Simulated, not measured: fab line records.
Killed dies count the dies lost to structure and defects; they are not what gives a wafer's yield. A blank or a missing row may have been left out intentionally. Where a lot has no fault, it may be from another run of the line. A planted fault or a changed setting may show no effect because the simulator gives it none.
Matching of chambers | flow n5Finfet | 3 sister chambers for N5_BEOL_M1_PECVD_72 on pecvd-04
The step deposits SiO2 from TEOS/O2, target thk 16 nm, time 18 s. 3 wafers are shown with their chamber, then 9 later ones without.

EACH WAFER AND ITS CHAMBER
wafer  | chamber | throttleValvePct (%)
L078.4 | 2       | 22.9
L092.2 | 0       | 23.5
L092.6 | 1       | 24.9

WAFERS WHOSE CHAMBER IS MISSING
wafer  | throttleValvePct (%)
L093.2 | 24.9
L093.3 | 23.2
L093.5 | 24.7
L095.1 | 25.2
L095.4 | 21.2
L095.5 | 24.8
L097.2 | 20.7
L097.3 | 24.8
L097.5 | 25.1

CHAMBER TAKEN BY EACH
wafer  | from the rows above          | in truth
L093.2 | can't be placed: 1 or 0      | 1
L093.3 | can't be placed: 0 or 2 or 1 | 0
L093.5 | can't be placed: 1 or 0 or 2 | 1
L095.1 | can't be placed: 1 or 0      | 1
L095.4 | can't be placed: 2 or 0      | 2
L095.5 | can't be placed: 1 or 0 or 2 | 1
L097.2 | can't be placed: 2 or 0      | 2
L097.3 | can't be placed: 1 or 0 or 2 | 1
L097.5 | can't be placed: 1 or 0      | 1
0 of 9 placed correctly. From these rows, 9 cannot be placed; in 9 the true chamber is one of the candidates. 0 placed wrongly.
How it was worked out, from the rows above alone: a wafer's distance from a chamber is the root of the sum, over the readings, of the square of ((its reading less the chamber's mean) divided by the reading's scatter). If the next closest chamber is less than 2 further off than the closest, the wafer can't be placed; otherwise it belongs to the closest. For every chamber, the mean is computed from those of its wafers that are shown. The scatter: with one shown wafer a chamber, the root of the mean of the squares of how far each hidden wafer lies from its nearest shown one.
